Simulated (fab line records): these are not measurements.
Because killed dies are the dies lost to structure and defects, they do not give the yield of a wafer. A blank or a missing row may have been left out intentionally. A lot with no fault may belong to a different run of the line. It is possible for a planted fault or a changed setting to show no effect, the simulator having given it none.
Chamber matching / flow n5Finfet / N5_PMOS_HMC_CHANNEL_EPI_FIN_RECESS_16 on rieSi-02: 4 sister chambers
The step chemistry HBr/Cl2, target Si, target depth 54 nm, time 18 s. 27 wafers are shown with their chamber, then 12 later ones without.

## WAFERS, EACH WITH ITS CHAMBER
wafer=L074.1; chamber=1; throttleValvePct (%)=35.21; drypumpMotorCurrentA (A)=5.6; oesProductAu (a.u.)=1.001
wafer=L074.3; chamber=2; throttleValvePct (%)=35.33; drypumpMotorCurrentA (A)=6.3; oesProductAu (a.u.)=1.023
wafer=L074.6; chamber=2; throttleValvePct (%)=35.33; drypumpMotorCurrentA (A)=6.3; oesProductAu (a.u.)=1.015
wafer=L079.1; chamber=2; throttleValvePct (%)=35.36; drypumpMotorCurrentA (A)=6.3; oesProductAu (a.u.)=1.012
wafer=L079.4; chamber=3; throttleValvePct (%)=35.74; drypumpMotorCurrentA (A)=5.4; oesProductAu (a.u.)=0.990
wafer=L079.6; chamber=0; throttleValvePct (%)=35.37; drypumpMotorCurrentA (A)=5.7; oesProductAu (a.u.)=1.029
wafer=L081.1; chamber=1; throttleValvePct (%)=35.22; drypumpMotorCurrentA (A)=5.6; oesProductAu (a.u.)=1.002
wafer=L081.3; chamber=0; throttleValvePct (%)=35.35; drypumpMotorCurrentA (A)=5.6; oesProductAu (a.u.)=1.035
wafer=L081.4; chamber=3; throttleValvePct (%)=35.75; drypumpMotorCurrentA (A)=5.4; oesProductAu (a.u.)=0.999
wafer=L083.2; chamber=3; throttleValvePct (%)=35.73; drypumpMotorCurrentA (A)=5.4; oesProductAu (a.u.)=0.993
wafer=L083.4; chamber=1; throttleValvePct (%)=35.22; drypumpMotorCurrentA (A)=5.6; oesProductAu (a.u.)=1.012
wafer=L083.6; chamber=2; throttleValvePct (%)=35.31; drypumpMotorCurrentA (A)=6.3; oesProductAu (a.u.)=1.014
wafer=L084.1; chamber=2; throttleValvePct (%)=35.34; drypumpMotorCurrentA (A)=6.3; oesProductAu (a.u.)=1.018
wafer=L084.4; chamber=1; throttleValvePct (%)=35.21; drypumpMotorCurrentA (A)=5.6; oesProductAu (a.u.)=1.019
wafer=L084.6; chamber=3; throttleValvePct (%)=35.73; drypumpMotorCurrentA (A)=5.4; oesProductAu (a.u.)=0.995
wafer=L086.1; chamber=3; throttleValvePct (%)=35.72; drypumpMotorCurrentA (A)=5.4; oesProductAu (a.u.)=1.005
wafer=L086.5; chamber=0; throttleValvePct (%)=35.36; drypumpMotorCurrentA (A)=5.6; oesProductAu (a.u.)=1.033
wafer=L086.6; chamber=1; throttleValvePct (%)=35.19; drypumpMotorCurrentA (A)=5.6; oesProductAu (a.u.)=1.011
wafer=L089.2; chamber=1; throttleValvePct (%)=35.22; drypumpMotorCurrentA (A)=5.6; oesProductAu (a.u.)=1.007
wafer=L089.3; chamber=3; throttleValvePct (%)=35.74; drypumpMotorCurrentA (A)=5.4; oesProductAu (a.u.)=0.985
wafer=L089.6; chamber=3; throttleValvePct (%)=35.72; drypumpMotorCurrentA (A)=5.4; oesProductAu (a.u.)=1.006
wafer=L090.3; chamber=0; throttleValvePct (%)=35.38; drypumpMotorCurrentA (A)=5.6; oesProductAu (a.u.)=1.022
wafer=L090.4; chamber=3; throttleValvePct (%)=35.75; drypumpMotorCurrentA (A)=5.3; oesProductAu (a.u.)=0.991
wafer=L090.5; chamber=3; throttleValvePct (%)=35.74; drypumpMotorCurrentA (A)=5.3; oesProductAu (a.u.)=1.000
wafer=L091.1; chamber=0; throttleValvePct (%)=35.37; drypumpMotorCurrentA (A)=5.7; oesProductAu (a.u.)=1.015
wafer=L091.2; chamber=3; throttleValvePct (%)=35.72; drypumpMotorCurrentA (A)=5.4; oesProductAu (a.u.)=0.991
wafer=L091.6; chamber=1; throttleValvePct (%)=35.22; drypumpMotorCurrentA (A)=5.6; oesProductAu (a.u.)=1.014

SIGNATURES, as means of the wafers listed above
reading=throttleValvePct; chamber 0=35.3660; chamber 1=35.2129; chamber 2=35.3340; chamber 3=35.7340; scatter within a chamber=0.0129
reading=drypumpMotorCurrentA; chamber 0=5.640; chamber 1=5.600; chamber 2=6.300; chamber 3=5.380; scatter within a chamber=0.0349
reading=oesProductAu; chamber 0=1.02680; chamber 1=1.00943; chamber 2=1.01640; chamber 3=0.99550; scatter within a chamber=0.00666
Rule: for each reading, subtract the chamber's mean from the wafer's reading, divide by that reading's scatter and square the result; add these up over the readings and take the root, which gives the wafer's distance from the chamber. The wafer belongs to the nearest chamber; if the next one is less than 2 further off, it can't be placed. The scatter: the root of (the sum of the squares of (reading less its chamber's mean) over the shown wafers, divided by (wafers less chambers)).

## WAFERS MISSING THEIR CHAMBER
wafer=L092.1; throttleValvePct (%)=35.33; drypumpMotorCurrentA (A)=6.3; oesProductAu (a.u.)=1.005
wafer=L092.2; throttleValvePct (%)=35.75; drypumpMotorCurrentA (A)=5.4; oesProductAu (a.u.)=0.985
wafer=L092.6; throttleValvePct (%)=35.23; drypumpMotorCurrentA (A)=5.5; oesProductAu (a.u.)=1.003
wafer=L093.1; throttleValvePct (%)=35.74; drypumpMotorCurrentA (A)=5.4; oesProductAu (a.u.)=0.992
wafer=L093.4; throttleValvePct (%)=35.39; drypumpMotorCurrentA (A)=5.7; oesProductAu (a.u.)=1.014
wafer=L093.6; throttleValvePct (%)=35.34; drypumpMotorCurrentA (A)=6.3; oesProductAu (a.u.)=1.009
wafer=L096.2; throttleValvePct (%)=35.72; drypumpMotorCurrentA (A)=5.4; oesProductAu (a.u.)=0.999
wafer=L096.4; throttleValvePct (%)=35.39; drypumpMotorCurrentA (A)=5.7; oesProductAu (a.u.)=1.029
wafer=L096.5; throttleValvePct (%)=35.32; drypumpMotorCurrentA (A)=6.3; oesProductAu (a.u.)=1.016
wafer=L097.2; throttleValvePct (%)=35.31; drypumpMotorCurrentA (A)=6.3; oesProductAu (a.u.)=1.015
wafer=L097.3; throttleValvePct (%)=35.37; drypumpMotorCurrentA (A)=5.6; oesProductAu (a.u.)=1.023
wafer=L097.6; throttleValvePct (%)=35.22; drypumpMotorCurrentA (A)=5.6; oesProductAu (a.u.)=1.010

## WHICH CHAMBER EACH ONE RAN IN
wafer=L092.1; from the rows above=2; in truth=2
wafer=L092.2; from the rows above=3; in truth=3
wafer=L092.6; from the rows above=1; in truth=1
wafer=L093.1; from the rows above=3; in truth=3
wafer=L093.4; from the rows above=0; in truth=0
wafer=L093.6; from the rows above=2; in truth=2
wafer=L096.2; from the rows above=3; in truth=3
wafer=L096.4; from the rows above=0; in truth=0
wafer=L096.5; from the rows above=2; in truth=2
wafer=L097.2; from the rows above=2; in truth=2
wafer=L097.3; from the rows above=0; in truth=0
wafer=L097.6; from the rows above=1; in truth=1
12 of 12 placed correctly. From these rows, 0 cannot be placed. Number placed wrongly: 0.
